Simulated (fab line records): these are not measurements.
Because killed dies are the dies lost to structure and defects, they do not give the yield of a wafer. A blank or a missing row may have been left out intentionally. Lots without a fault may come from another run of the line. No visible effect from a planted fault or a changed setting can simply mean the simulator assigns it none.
fab line records | flow n5_finfet
record lots=6 | wafers=18 | last_day=17
route steps=1938 shown BEOL_M11@1576 PASSIVATION@1936
lots with no fault: from the same line, run without faults
start_h: hours from the record's opening day to when the first of the lot's shown wafers began | wait_h: hours from the lot's prior step to this one | " the same as in the row above | L1.1+2: several wafers, shown together as one row | - no value, or no start given | * or withheld: withheld | < > ~ a bound
route shown NAME@n: a module of which the file shows steps, and the number in the route of the first | usual: mean/standard deviation taken from wafers without a fault | same: alike in all rows | chamber/n: place in a boat | sites: readings site by site | _std_site: the standard deviation of these | _edge_site: mean of outer sites minus mean of inner sites | radius_mm: how far each site lies from the wafer's centre | mask NAME#n: copy n | behind: the most recent tool/chamber to have shaped the wafer | hold: cause of the lot's hold/its duration in hours/its outcome | device: names the non-switching transistor (n, p or np) | end of line: at the end of the route, the tests of the same wafers | a step with no rows: only its recipe | killed: count of dies lost to structure and defects at first sort (not the wafer's yield) | map: shows each die of a wafer: x if killed, . if not, _ if none is there
set.NAME: setting as actually run; set.NAME@STEP: the setting as run at that earlier step | model.NAME: the simulator's own value behind a step, which no gauge read
lots seen at some steps along the route; tables by step, rows by wafer
services: the hour from which a tool's chamber was out of use, counted from the record's first day as start_h (under 0 if before that day), plus the number of hours and why
## steps
# step N5_BEOL_M11_STRIP_73
# recipe chemistry=C4F6/O2 | resist=SiARC | rf_frequency_hz=6e+07
# step N5_BEOL_M11_STRIP_36
# recipe chemistry=N2/H2 | power_w=450 | temp_c=40 | pressure_mtorr=20 | rf_frequency_hz=6e+07 | overash_fraction=0.3 | bias_power_w=7 | h2_frac=0.5 | n2_flow_sccm=200 | h2_flow_sccm=200
# usual drypump_motor_current_A=5.6/0.47 | h2_flow_sccm=200.0/0.56 | oes_product_au=0.80/0.093 | rf_vpp_V=59.5/1.8 | showerhead_plenum_p_Torr=2.55/0.087 | throttle_valve_pct=23.51/0.15
lot.wafer | tool        | chamber | start_h | wait_h | drypump_motor_current_A | h2_flow_sccm | oes_product_au | rf_hours_counter_h | rf_vpp_V | showerhead_plenum_p_Torr | throttle_valve_pct
L424.1    | rie_diel-06 | 3       | 251.16  | 0.0    | 5.4                     | 200.0        | 0.86           | 59                 | 57.2     | 2.68                     | 23.23
L424.5    | "           | 0       | "       | "      | 5.9                     | 199.9        | 0.88           | -                  | 59.7     | 2.47                     | 23.54
L424.6    | "           | 1       | "       | "      | 5.1                     | 200.1        | 0.68           | -                  | 61.5     | 2.39                     | 23.79
L428.1    | rie_diel-03 | 1       | 286.24  | 0.0    | 5.6                     | 199.9        | 0.86           | 70                 | 61.0     | 2.57                     | 23.53
L428.5    | "           | 1       | "       | "      | 5.5                     | 200.2        | 0.87           | -                  | 56.5     | 2.57                     | 23.54
L428.6    | "           | 2       | "       | "      | 6.4                     | 200.3        | 0.70           | -                  | 63.1     | 2.61                     | 23.90
L433.2    | rie_diel-06 | 0       | 342.05  | 0.0    | 5.9                     | 199.9        | 0.86           | 74                 | 60.8     | 2.46                     | 23.56
L433.5    | "           | 3       | "       | "      | 5.4                     | 199.5        | 0.82           | -                  | 63.2     | 2.67                     | 23.19
L433.6    | "           | 0       | "       | "      | 5.9                     | 200.0        | 0.85           | -                  | 58.9     | 2.46                     | 23.59
L439.2    | rie_diel-03 | 2       | 342.60  | 0.0    | 6.3                     | 199.1        | 0.95           | 7                  | 58.1     | 2.60                     | 23.58
L439.5    | "           | 0       | "       | "      | 5.5                     | 200.0        | 0.71           | -                  | 56.3     | 2.52                     | 23.55
L439.6    | "           | 3       | "       | "      | 5.9                     | 199.7        | 0.72           | -                  | 60.7     | 2.52                     | 23.60
L436.2    | rie_diel-02 | 0       | 349.73  | 0.0    | 4.7                     | 200.1        | 0.91           | 44                 | 59.2     | 2.58                     | 23.43
L436.4    | "           | 2       | "       | "      | 5.7                     | 199.1        | 0.69           | 222                | 61.0     | 2.62                     | 23.51
L436.6    | "           | 1       | "       | "      | 5.0                     | 200.0        | 0.92           | -                  | 59.3     | 2.59                     | 23.31
L443.1    | rie_diel-03 | 2       | 368.96  | 0.0    | 6.3                     | 199.9        | 0.92           | 15                 | 61.2     | 2.60                     | 23.63
L443.4    | "           | 1       | "       | "      | 5.6                     | 200.1        | 0.82           | 97                 | 61.4     | 2.56                     | 23.55
L443.6    | "           | 0       | "       | "      | 5.5                     | 200.4        | 0.70           | -                  | 55.5     | 2.52                     | 23.58
# step N5_BEOL_M11_TRENCH_ETCH_37
# recipe chemistry=C4F6/O2 | target_depth_a=1488.3 | target=SiCOH_lowk | time_s=48 | ion_energy_ev=250 | pressure_mtorr=30 | source_w=345 | bias_w=185 | Ar_flow_sccm=300 | C4F6_flow_sccm=10 | O2_flow_sccm=10
# usual drypump_motor_current_A=5.6/0.47 | oes_product_au=0.80/0.091 | rf_vpp_V=670/5.2 | showerhead_plenum_p_Torr=2.86/0.094 | throttle_valve_pct=20.86/0.16
lot.wafer | tool        | chamber | start_h | wait_h | drypump_motor_current_A | oes_product_au | rf_hours_counter_h | rf_vpp_V | showerhead_plenum_p_Torr | throttle_valve_pct
L424.1    | rie_diel-06 | 3       | -       | -      | 5.4                     | 0.85           | 59                 | 674      | 3.01                     | 20.57
L424.5    | "           | 0       | "       | "      | 5.9                     | 0.89           | -                  | 667      | 2.78                     | 20.94
L424.6    | "           | 1       | "       | "      | 5.1                     | 0.68           | -                  | 671      | 2.69                     | 21.21
L428.1    | rie_diel-03 | 1       | -       | -      | 5.6                     | 0.86           | 70                 | 676      | 2.89                     | 20.94
L428.5    | "           | 1       | "       | "      | 5.6                     | 0.86           | -                  | 675      | 2.89                     | 20.95
L428.6    | "           | 2       | "       | "      | 6.3                     | 0.68           | -                  | 672      | 2.90                     | 21.15
L433.2    | rie_diel-06 | 0       | -       | -      | 5.9                     | 0.86           | 74                 | 669      | 2.77                     | 20.97
L433.5    | "           | 3       | "       | "      | 5.4                     | 0.82           | -                  | 673      | 3.00                     | 20.62
L433.6    | "           | 0       | "       | "      | 5.9                     | 0.85           | -                  | 668      | 2.77                     | 21.00
L439.2    | rie_diel-03 | 2       | -       | -      | 6.3                     | 0.96           | 7                  | 672      | 2.90                     | 20.77
L439.5    | "           | 0       | "       | "      | 5.5                     | 0.72           | -                  | 670      | 2.83                     | 21.07
L439.6    | "           | 3       | "       | "      | 5.9                     | 0.71           | -                  | 665      | 2.82                     | 21.02
L436.2    | rie_diel-02 | 0       | -       | -      | 4.7                     | 0.90           | 44                 | 669      | 2.91                     | 20.91
L436.4    | "           | 2       | "       | "      | 5.6                     | 0.70           | 222                | 673      | 2.91                     | 20.79
L436.6    | "           | 1       | "       | "      | 5.1                     | 0.92           | -                  | 671      | 2.90                     | 20.65
L443.1    | rie_diel-03 | 2       | -       | -      | 6.3                     | 0.93           | 15                 | 673      | 2.89                     | 20.82
L443.4    | "           | 1       | "       | "      | 5.6                     | 0.83           | 98                 | 674      | 2.88                     | 20.97
L443.6    | "           | 0       | "       | "      | 5.5                     | 0.72           | -                  | 670      | 2.83                     | 21.04
# step N5_BEOL_M11_ETCH_41
# recipe chemistry=CH3F/O2 | target=SiCN | target_depth_a=426 | taper_deg=2 | time_s=86 | ion_energy_ev=120 | mask_material=TiN | pressure_mtorr=30 | source_w=395 | bias_w=75 | Ar_flow_sccm=150 | CH3F_flow_sccm=30 | O2_flow_sccm=20
# usual drypump_motor_current_A=5.6/0.47 | oes_product_au=0.80/0.092 | rf_vpp_V=297.6/1.6 | showerhead_plenum_p_Torr=2.01/0.069 | throttle_valve_pct=16.26/0.16
lot.wafer | tool        | chamber | start_h | wait_h | drypump_motor_current_A | oes_product_au | rf_hours_counter_h | rf_vpp_V | showerhead_plenum_p_Torr | throttle_valve_pct
L424.1    | rie_diel-06 | 3       | -       | -      | 5.4                     | 0.86           | 59                 | 298.7    | 2.12                     | 15.96
L424.5    | "           | 0       | "       | "      | 5.9                     | 0.89           | -                  | 295.8    | 1.95                     | 16.30
L424.6    | "           | 1       | "       | "      | 5.1                     | 0.68           | -                  | 294.8    | 1.89                     | 16.65
L428.1    | rie_diel-03 | 1       | -       | -      | 5.6                     | 0.86           | 70                 | 297.9    | 2.03                     | 16.27
L428.5    | "           | 1       | "       | "      | 5.5                     | 0.85           | -                  | 297.3    | 2.03                     | 16.27
L428.6    | "           | 2       | "       | "      | 6.3                     | 0.68           | -                  | 297.5    | 2.04                     | 16.62
L433.2    | rie_diel-06 | 0       | -       | -      | 5.9                     | 0.86           | 74                 | 295.8    | 1.94                     | 16.31
L433.5    | "           | 3       | "       | "      | 5.3                     | 0.82           | -                  | 297.8    | 2.11                     | 16.00
L433.6    | "           | 0       | "       | "      | 5.9                     | 0.86           | -                  | 296.7    | 1.94                     | 16.34
L439.2    | rie_diel-03 | 2       | -       | -      | 6.3                     | 0.96           | 7                  | 299.7    | 2.04                     | 16.15
L439.5    | "           | 0       | "       | "      | 5.5                     | 0.72           | -                  | 295.4    | 1.99                     | 16.49
L439.6    | "           | 3       | "       | "      | 5.9                     | 0.71           | -                  | 295.8    | 1.98                     | 16.45
L436.2    | rie_diel-02 | 0       | -       | -      | 4.7                     | 0.90           | 44                 | 297.3    | 2.04                     | 16.24
L436.4    | "           | 2       | "       | "      | 5.6                     | 0.69           | 222                | 299.5    | 2.05                     | 16.28
L436.6    | "           | 1       | "       | "      | 5.1                     | 0.93           | -                  | 298.7    | 2.04                     | 16.01
L443.1    | rie_diel-03 | 2       | -       | -      | 6.3                     | 0.93           | 15                 | 297.4    | 2.04                     | 16.17
L443.4    | "           | 1       | "       | "      | 5.5                     | 0.83           | 98                 | 297.2    | 2.02                     | 16.34
L443.6    | "           | 0       | "       | "      | 5.5                     | 0.71           | -                  | 297.7    | 1.99                     | 16.51
# step N5_BEOL_M11_STRIP_77
# recipe chemistry=N2/H2 | time_s=10 | power_w=450 | temp_c=40 | pressure_mtorr=20 | rf_frequency_hz=6e+07 | bias_power_w=7 | n2_flow_sccm=200 | h2_flow_sccm=200
# step N5_BEOL_M11_OCD_MEAS_38
# usual trench_depth_nm=149.2/2.2
lot.wafer | tool   | chamber | start_h | wait_h | trench_depth_nm
L424.1    | ocd-02 | -       | 251.38  | -      | 149.1
L424.5    | "      | -       | "       | "      | 149.9
L424.6    | "      | -       | "       | "      | 144.1
L428.1    | ocd-01 | -       | 286.46  | -      | 151.8
L428.5    | "      | -       | "       | "      | 151.8
L428.6    | "      | -       | "       | "      | 149.2
L433.2    | ocd-02 | -       | 342.27  | -      | 150.6
L433.5    | "      | -       | "       | "      | 149.1
L433.6    | "      | -       | "       | "      | 150.6
L439.2    | ocd-01 | -       | 342.82  | -      | 151.7
L439.5    | "      | -       | "       | "      | 146.5
L439.6    | "      | -       | "       | "      | 146.1
L436.2    | ocd-01 | -       | 349.96  | -      | 148.9
L436.4    | "      | -       | "       | "      | 147.4
L436.6    | "      | -       | "       | "      | 151.4
L443.1    | ocd-02 | -       | 369.18  | -      | 154.5
L443.4    | "      | -       | "       | "      | 151.4
L443.6    | "      | -       | "       | "      | 146.9
# step N5_BEOL_M11_HM_STRIP_39
# recipe chemistry=peroxide_tin_strip | material=TiN | target_depth_a=250 | temp_c=50 | time_s=158
# step N5_BEOL_M11_SRD_40
# recipe time_s=30 | temp_c=23 | rinse_liquid=diw | dry=ipa_marangoni
# step N5_BEOL_M11_PRECLEAN_42
# recipe chemistry=residue_remover | time_s=60 | temp_c=40
# step N5_BEOL_M11_SRD_43
# recipe time_s=30 | temp_c=23 | rinse_liquid=diw | dry=ipa_marangoni
# step N5_BEOL_M11_CD_MEAS_35
# recipe target_cd_nm=70 | polarity=opening
# usual cd_nm=70.1/0.51
lot.wafer | tool      | chamber | start_h | wait_h | cd_nm
L424.1    | cd_sem-02 | -       | 251.53  | 0.0    | 70.2
L424.5    | "         | -       | "       | "      | 69.5
L424.6    | "         | -       | "       | "      | 69.5
L428.1    | cd_sem-03 | -       | 286.61  | 0.0    | 70.1
L428.5    | "         | -       | "       | "      | 69.7
L428.6    | "         | -       | "       | "      | 69.8
L433.2    | cd_sem-02 | -       | 342.42  | 0.0    | 70.0
L433.5    | "         | -       | "       | "      | 69.6
L433.6    | "         | -       | "       | "      | 70.7
L439.2    | cd_sem-01 | -       | 342.98  | 0.0    | 70.4
L439.5    | "         | -       | "       | "      | 69.9
L439.6    | "         | -       | "       | "      | 69.7
L436.2    | cd_sem-03 | -       | 350.12  | 0.0    | 69.9
L436.4    | "         | -       | "       | "      | 70.2
L436.6    | "         | -       | "       | "      | 70.6
L443.1    | cd_sem-03 | -       | 369.33  | 0.0    | 69.3
L443.4    | "         | -       | "       | "      | 69.9
L443.6    | "         | -       | "       | "      | 69.7
# step N5_BEOL_M11_CURE_72
# recipe temp_c=370 | time_s=120 | ambient=DMADMS/He | material=SiCOH_lowk
# usual lamp_power_pct=52.32/0.057 | wafer_temp_C_max=371.5/0.65
lot.wafer | tool       | chamber | start_h | wait_h | lamp_power_pct | wafer_temp_C_max
L424.1    | uv_cure-02 | 2       | 251.58  | 0.0    | 52.30          | 371.6
L424.5    | "          | 2       | "       | "      | 52.27          | 371.5
L424.6    | "          | 2       | "       | "      | 52.38          | 371.2
L428.1    | uv_cure-03 | 0       | 286.65  | 0.0    | 52.24          | 370.8
L428.5    | "          | 0       | "       | "      | 52.40          | 370.8
L428.6    | "          | 0       | "       | "      | 52.42          | 371.0
L433.2    | uv_cure-02 | 1       | 342.51  | 0.1    | 52.29          | 371.7
L433.5    | "          | 1       | "       | "      | 52.19          | 372.4
L433.6    | "          | 1       | "       | "      | 52.33          | 372.2
L439.2    | uv_cure-03 | 1       | 343.07  | 0.1    | 52.31          | 372.1
L439.5    | "          | 1       | "       | "      | 52.41          | 372.1
L439.6    | "          | 1       | "       | "      | 52.41          | 372.0
L436.2    | uv_cure-03 | 0       | 350.21  | 0.1    | 52.30          | 371.1
L436.4    | "          | 0       | "       | "      | 52.35          | 370.5
L436.6    | "          | 0       | "       | "      | 52.30          | 370.8
L443.1    | uv_cure-03 | 1       | 369.38  | 0.0    | 52.34          | 372.1
L443.4    | "          | 1       | "       | "      | 52.36          | 372.1
L443.6    | "          | 1       | "       | "      | 52.34          | 371.2
# step N5_BEOL_M11_DEGAS_44
# recipe ambient=vacuum | temp_c=250 | time_s=60
# usual heater_power_w=327/20 | susceptor_temp_C=250.03/0.18
lot.wafer | tool           | chamber | start_h | wait_h | heater_power_w | susceptor_temp_C
L424.1    | pvd_sputter-02 | -       | 252.18  | 0.6    | 331            | 250.04
L424.5    | "              | -       | "       | "      | 311            | 250.11
L424.6    | "              | -       | "       | "      | 280            | 249.98
L428.1    | pvd_sputter-01 | -       | 287.04  | 0.3    | 322            | 250.17
L428.5    | "              | -       | "       | "      | 337            | 249.87
L428.6    | "              | -       | "       | "      | 362            | 249.96
L433.2    | pvd_sputter-03 | -       | 342.78  | 0.2    | 308            | 249.59
L433.5    | "              | -       | "       | "      | 346            | 250.13
L433.6    | "              | -       | "       | "      | 338            | 250.07
L439.2    | pvd_sputter-01 | -       | 343.46  | 0.3    | 311            | 249.98
L439.5    | "              | -       | "       | "      | 387            | 262.83
L439.6    | "              | -       | "       | "      | 324            | 250.03
L436.2    | pvd_sputter-01 | -       | 350.62  | 0.4    | 387            | 262.99
L436.4    | "              | -       | "       | "      | 332            | 250.13
L436.6    | "              | -       | "       | "      | 324            | 250.25
L443.1    | pvd_sputter-02 | -       | 369.77  | 0.3    | 321            | 249.84
L443.4    | "              | -       | "       | "      | 329            | 250.16
L443.6    | "              | -       | "       | "      | 333            | 249.98
# step N5_BEOL_M11_PRE_CLEAN_45
# recipe gas=H2/He | time_s=30 | temp_c=250
# usual heater_power_w=326/20
lot.wafer | tool           | chamber | start_h | wait_h | heater_power_w
L424.1    | pvd_sputter-02 | -       | 252.22  | 0.0    | 335
L424.5    | "              | -       | "       | "      | 317
L424.6    | "              | -       | "       | "      | 284
L428.1    | pvd_sputter-01 | -       | 287.08  | 0.0    | 314
L428.5    | "              | -       | "       | "      | 340
L428.6    | "              | -       | "       | "      | 350
L433.2    | pvd_sputter-03 | -       | 342.82  | 0.0    | 306
L433.5    | "              | -       | "       | "      | 347
L433.6    | "              | -       | "       | "      | 321
L439.2    | pvd_sputter-01 | -       | 343.50  | 0.0    | 331
L439.5    | "              | -       | "       | "      | 355
L439.6    | "              | -       | "       | "      | 321
L436.2    | pvd_sputter-01 | -       | 350.66  | 0.0    | 348
L436.4    | "              | -       | "       | "      | 331
L436.6    | "              | -       | "       | "      | 321
L443.1    | pvd_sputter-02 | -       | 369.81  | 0.0    | 325
L443.4    | "              | -       | "       | "      | 328
L443.6    | "              | -       | "       | "      | 328
# step N5_PASSIVATION_PROBE_49
# usual defect_limited_yield=91.2/1.4 | killed_at_M0_to_M3=34/9.7 | killed_at_M4_up=14/5.2 | killed_at_contacts=13/6.7 | killed_at_front_end=39/11 | killed_at_other=3.6/2.6 | killed_dies=104/17 | killed_open=69/12 | killed_short=34/8.2 | sort_bin_5_function=5.3/0.89 | sort_bin_6_memory=3.2/0.69 | sort_n_pass=1076/17 | sort_yield_pct=91.2/1.4
# same gross_dies=1180 | killed_at_back_side=0 | sort_bin_4_leakage[%]=0 | sort_bin_8_speed[%]=0
lot.wafer | tool      | chamber | start_h | wait_h | defect_limited_yield[%] | killed_at_M0_to_M3 | killed_at_M4_up | killed_at_contacts | killed_at_front_end | killed_at_other | killed_dies | killed_open | killed_short | sort_bin_5_function[%] | sort_bin_6_memory[%] | sort_n_pass | sort_yield_pct[%]
L428.1    | prober-02 | -       | 332.97  | 0.0    | 90.4                    | 31                 | 12              | 24                 | 40                  | 6               | 113         | 74          | 37           | 5.4                    | 3.9                  | 1067        | 90.4
L428.5    | prober-02 | -       | 333.17  | 0.2    | 91.8                    | 29                 | 9               | 17                 | 34                  | 8               | 97          | 59          | 35           | 5.0                    | 3.1                  | 1083        | 91.8
L428.6    | prober-02 | -       | 333.22  | 0.3    | 91.2                    | 31                 | 11              | 20                 | 38                  | 4               | 104         | 62          | 42           | 5.7                    | 3.1                  | 1076        | 91.2
L443.1    | prober-02 | -       | 415.16  | 0.0    | 91.5                    | 28                 | 22              | 6                  | 42                  | 2               | 100         | 61          | 39           | 5.4                    | 2.7                  | 1080        | 91.5
L443.4    | prober-02 | -       | 415.31  | 0.2    | 89.0                    | 22                 | 16              | 15                 | 73                  | 4               | 130         | 74          | 56           | 7.3                    | 3.1                  | 1050        | 89.0
L443.6    | prober-02 | -       | 415.41  | 0.3    | 91.0                    | 32                 | 14              | 11                 | 43                  | 6               | 106         | 61          | 43           | 5.4                    | 3.3                  | 1074        | 91.0
# killed by level:class
L428.1 MOL_CONTACT_COAG:geometric_particle:open=23 FIN_SAQP:geometric_particle:open=8 STI_FIN_REVEAL:geometric_particle:open=8 BEOL_M0_SAQP:geometric_particle:open=8 BEOL_M0_SAQP:geometric_particle:short=8 GATE_CUT:geometric_particle:short=6 FIN_SAQP:geometric_particle:short=4 ILD0:geometric_particle:short=3
L428.5 MOL_CONTACT_COAG:geometric_particle:open=13 STI_FIN_REVEAL:geometric_particle:open=7 BEOL_M0_SAQP:geometric_particle:short=7 FIN_SAQP:geometric_particle:short=6 BEOL_M2:geometric_particle:open=6 BEOL_M3:geometric_particle:open=5 MIM_TOP:geometric_particle:open=4 MOL_CONTACT_COAG:geometric_particle:short=4
L428.6 MOL_CONTACT_COAG:geometric_particle:open=16 FIN_SAQP:geometric_particle:open=6 FIN_SAQP:geometric_particle:short=6 BEOL_M3:geometric_particle:open=6 BEOL_M0_SAQP:geometric_particle:short=5 BEOL_M0_SAQP:geometric_particle:open=5 BEOL_M0:geometric_particle:open=5 ILD0:geometric_particle:short=4
L443.1 BEOL_M0_SAQP:geometric_particle:short=14 FIN_SAQP:geometric_particle:short=8 BEOL_M4:geometric_particle:open=8 FIN_SAQP:geometric_particle:open=7 MOL_CONTACT_COAG:geometric_particle:open=6 BEOL_M0_SAQP:geometric_particle:open=6 STI_FIN_REVEAL:geometric_particle:open=5 ILD0:geometric_particle:open=5
L443.4 FIN_SAQP:geometric_particle:short=23 FIN_SAQP:geometric_particle:open=19 MOL_CONTACT_COAG:geometric_particle:open=13 BEOL_M0_SAQP:geometric_particle:open=10 BEOL_M0_SAQP:geometric_particle:short=8 BEOL_M4:geometric_particle:open=8 STI_FIN_REVEAL:geometric_particle:open=7 STARTING-WAFER:geometric_particle:short=6
L443.6 FIN_SAQP:geometric_particle:open=14 FIN_SAQP:geometric_particle:short=11 BEOL_M0_SAQP:geometric_particle:short=11 MOL_CONTACT_COAG:geometric_particle:open=11 BEOL_M0_SAQP:geometric_particle:open=5 BEOL_M1:geometric_particle:open=5 BEOL_M4:geometric_particle:short=5 BEOL_M0:geometric_particle:open=4
## services
tool        | chamber | start_h | hours | kind
rie_diel-02 | 1       | 235.50  | -     | clean
rie_diel-02 | 1       | 235.50  | -     | consumable_replace:focus_ring
rie_diel-02 | 1       | 235.50  | 16.7  | scheduled_down
rie_diel-02 | 1       | 235.50  | 16.7  | vent_cycle
rie_diel-03 | 3       | 237.13  | 57.4  | repair
rie_diel-02 | -       | 254.90  | 8.1   | repair
uv_cure-03  | -       | 255.72  | 7.5   | pm
rie_diel-06 | 1       | 265.26  | -     | clean
rie_diel-06 | 1       | 265.26  | -     | consumable_replace:focus_ring
rie_diel-06 | 1       | 265.26  | -     | consumable_replace:showerhead
rie_diel-06 | 1       | 265.26  | 13.6  | scheduled_down
rie_diel-06 | 1       | 265.26  | 13.6  | vent_cycle
rie_diel-03 | 2       | 295.05  | -     | clean
rie_diel-03 | 2       | 295.05  | -     | consumable_replace:focus_ring
rie_diel-03 | 2       | 295.05  | 24.5  | scheduled_down
rie_diel-03 | 2       | 295.05  | 24.5  | vent_cycle
rie_diel-02 | 1       | 296.22  | 11.3  | repair
rie_diel-03 | 0       | 358.06  | 7.0   | repair
uv_cure-03  | -       | 366.54  | 2.8   | pm
rie_diel-02 | 2       | 368.36  | 7.7   | repair
## key
first_sign step=N5_BEOL_M11_DEGAS_44 | reading=susceptor_temp_C | direction=up | sigmas=71 | usual=* | struck=*
effect none on later readings
met_at N5_BEOL_M11_DEGAS_44
struck_wafers L436.2,L439.5
onset_between 287.04 343.46
fault kind=process_parameter_drift | tool=pvd_sputter-01 | chamber=- | onset_h=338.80 | steps=N5_BEOL_M11_DEGAS_44 | channel=temp_c | offset=* | shape=step | end_h=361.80 | acts_in=* | stated=* | scope=struck_wafers_only
